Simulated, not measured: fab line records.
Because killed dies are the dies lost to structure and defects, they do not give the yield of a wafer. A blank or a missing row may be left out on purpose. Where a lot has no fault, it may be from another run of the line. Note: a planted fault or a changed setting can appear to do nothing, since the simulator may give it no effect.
A single fault, viewed from 3 desks -- flow n5Finfet -- each desk has only its own numbers; what lay behind them comes last

== FROM THE METROLOGY DESK ==
What the gauges read, lot by lot, whatever tool the lot ran on: means of the sampled wafers that have a number. Marked OUT: a lot whose mean sits more than 4 standard deviations from the usual mean, which makes it out of limits; the brackets give that distance. Of its 10 readings 7 are shown: those that lie furthest out on some lot.
Columns: A = DIBL_N at N5_BEOL_M4_RC_MEAS_101, usual 36.4 mV/V; B = DIBL_P at N5_BEOL_M4_RC_MEAS_101, usual 36.6 mV/V; C = IOFF_P at N5_BEOL_M4_RC_MEAS_101, usual 0.211 nA/um; D = ION_N at N5_BEOL_M4_RC_MEAS_101, usual 671 uA/um; E = SS_N at N5_BEOL_M4_RC_MEAS_101, usual 71.5 mV/dec; F = VT_N at N5_BEOL_M4_RC_MEAS_101, usual 250.1 mV; G = VT_P at N5_BEOL_M4_RC_MEAS_101, usual -250.1 mV
lot,first seen here,A,B,C,D,E,F,G
L462,day 8 08:29,36.1,35.9,0.207,672,71.6,250.1,-250.5
L464,day 8 18:28,36.8,38.2,0.203,669,71.5,253.1,-251.4
L466,day 8 22:37,34.3,34.1,0.210,659,70.8,253.2,-249.5
L467,day 9 15:51,35.8,35.6,0.197,669,71.4,251.1,-251.8
L472,day 10 21:17,37.5,36.8,0.197,667,71.7,251.7,-252.4
L478,day 12 04:40,37.4,37.5,0.219,668,72.1,250.0,-249.6
L477,day 12 09:46,37.7,37.6,0.246,668,71.8,249.7,-248.8
L483,day 13 09:25,33.9,34.7,0.188,675,71.5,251.3,-250.1
L484,day 13 20:34,37.5,37.6,0.175,680,71.6,248.1,-256.7
Finding of this desk: none of the 9 lots has anything out of limits.

== THE DEFECT DESK ==
What the inspections along the route counted, lot by lot: means of the sampled wafers that have a number. Marked OUT: a lot whose mean sits more than 4 standard deviations from the usual mean, which makes it out of limits; the brackets give that distance.
Columns: A = rawDefectCount at N5_BEOL_M3_INSPECT_59, usual 62; B = rawDefectCount at N5_BEOL_M4_INSPECT_13, usual 362
lot,first seen here,A,B
L462,day 7 22:38,64,384
L464,day 8 03:18,68,419
L466,day 8 15:34,63,380
L467,day 9 02:31,61,390
L472,day 10 10:59,63,333
L478,day 11 14:09,1007 (+47) OUT,1246 (+12) OUT
L477,day 11 22:54,1024 (+48) OUT,1266 (+12) OUT
L483,day 12 23:25,79,355
L484,day 13 07:52,42,282
Finding of this desk: L477, L478 out of limits; the first was L478 at day 11 14:09, on rawDefectCount at N5_BEOL_M3_INSPECT_59. L462, L464, L466, L467, L472, L483, L484: within limits.

== AT THE TOOL OWNER'S DESK: pecvd-03 ==
The tool's own readings at N5_BEOL_M3_DEP_57 (deposits SiCN from 3MS/NH3, target thk 8 nm, time 14 s): means of the sampled wafers that have a number, for each lot that ran on this tool. Marked OUT: a lot whose mean sits more than 4 standard deviations from the usual mean, which makes it out of limits; the brackets give that distance.
Columns: A = showerheadPlenumPTorr at N5_BEOL_M3_DEP_57, usual 3.670 Torr; B = throttleValvePct at N5_BEOL_M3_DEP_57, usual 8.8 %
lot,first seen here,A,B
L462,day 7 22:33,3.672,9.1
L464,day 8 03:12,3.662,8.5
L478,day 11 14:03,3.665,8.8
L477,day 11 22:49,3.660,8.4
Finding of this desk: none of the 4 lots has anything out of limits.

== TAKEN TOGETHER ==
The defect desk could have raised an alarm at day 11 14:09, on L477, L478.
At the metrology desk, nothing out of limits was observed.
The desk of the tool owner found nothing out of limits.
The metrology desk holds a record of L477, L478, inside its limits.
Tool owner's desk: L477, L478 on record, inside its limits.
Of the lots named, all ran N5_BEOL_M3_DEP_57 on pecvd-03.

== WHAT WAS PUT IN BY THE SIMULATOR ==
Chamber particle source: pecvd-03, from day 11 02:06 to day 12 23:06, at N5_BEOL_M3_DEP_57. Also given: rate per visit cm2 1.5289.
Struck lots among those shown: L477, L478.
Hours from the fault's start to each desk's first reading out of limits: the defect desk, 12.
